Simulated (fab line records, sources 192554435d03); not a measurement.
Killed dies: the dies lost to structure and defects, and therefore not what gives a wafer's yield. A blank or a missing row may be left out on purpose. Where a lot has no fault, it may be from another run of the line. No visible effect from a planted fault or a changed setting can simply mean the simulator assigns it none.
Problem report in the 8D (eight disciplines) form, filled by code | flow n5-finfet | the parts of the form that need people (team, actions taken, sign-off) are left out

== 1. THE PROBLEM ==
time-to-endpoint-s at N5_BEOL_M14_CMP_49 reads a mean of 181 s on 2 wafers of 2 lots; wafers without a fault read 122 s with a standard deviation of 7.4. That is +8.0 standard deviations from the usual mean.
The step: polishes, stops on SiO2, t overpolish 5.2 s, target thk 560 nm.
Earliest sighting: wafer L867.1 on cmp-03 at day 14 23:57. Wafers with a number at this step in the record: 29, from 12 lots. Rule for "out", or "out of limits": more than 4 standard deviations from the usual mean. Any other wafer with a number is counted as sound.

== 2. WHAT THIS IS AND IS NOT ==
question                    | is                 | is not
which readings at this step | time-to-endpoint-s | motor-current-A, pad-life-wafers, platen-rpm
which lots                  | L867, L869         | L856, L857, L858, L860, L863, L864, L866, L872, L875, L876
which wafers of those lots  | L867.1, L869.1     | L867.5, L867.6, L869.5
read on which tools         | cmp-02, cmp-03     | cmp-01
when                        | from day 14 23:57  | up to then (17 sound wafers); but 10 sound wafers of L869, L872, L875, L876 came after

== 3. WHAT RULES OUT EACH SUSPECT ==
Counting: a tool at a process step up to the reading stays a suspect if it ran every lot that is out. Sound lots after the first of them don't rule it out here, since some wafers of a struck lot are sound.
- rie-diel-01 at N5_BEOL_M14_STRIP_37 (strips in O2): kept. It ran every lot that is out, first L867 (day 14 22:32); its last sound lot up to then is L866 (day 14 10:53).
- ecd-cu-02 at N5_BEOL_M14_ECD_47 (material Cu, target thk 1248 nm): kept. It ran every lot that is out, first L867 (day 14 23:17); its last sound lot up to then is L864 (day 13 10:34).
What counting leaves: rie-diel-01 at N5_BEOL_M14_STRIP_37 and ecd-cu-02 at N5_BEOL_M14_ECD_47.

== 4. THE CAUSE (what the simulator had put in) ==
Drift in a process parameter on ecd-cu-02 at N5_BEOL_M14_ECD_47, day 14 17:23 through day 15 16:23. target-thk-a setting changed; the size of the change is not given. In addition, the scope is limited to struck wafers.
After counting, 2 suspects remain, this tool included.

== 5. THE EFFECT CHAIN, in route order ==
Each row: a reading where the mean over the struck wafers with a number is more than 3 standard deviations away from the usual. Scope: only readings with a usual standard deviation given in the record; hours: median across lots of the time from each lot's start at the first step in this table that gives one to its start at this step; sigmas: change in usual standard deviations.
hours | step               | reading            | usual | on struck wafers | change | sigmas
0     | N5_BEOL_M14_CMP_49 | time-to-endpoint-s | 122 s | 181              | +59    | +8.0
Here are the process steps it includes:
- N5_BEOL_M14_CMP_49: polishes, stops on SiO2, t overpolish 5.2 s, target thk 560 nm.
Later measuring or inspecting steps at which every struck wafer that the step has a row for has a number for every such reading, and none has moved that far: N5_BEOL_M14_INSPECT_55.

== 6. WHAT WOULD HAVE CAUGHT IT SOONER ==
7 hours passed between the start of the fault at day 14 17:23 and the first reading out of limits in this record, taken at day 14 23:57.
Of the lots that are out (2), L869 began N5_BEOL_M14_ECD_47 on ecd-cu-02 after day 14 23:57. A hold on the tool at that time would have spared it.
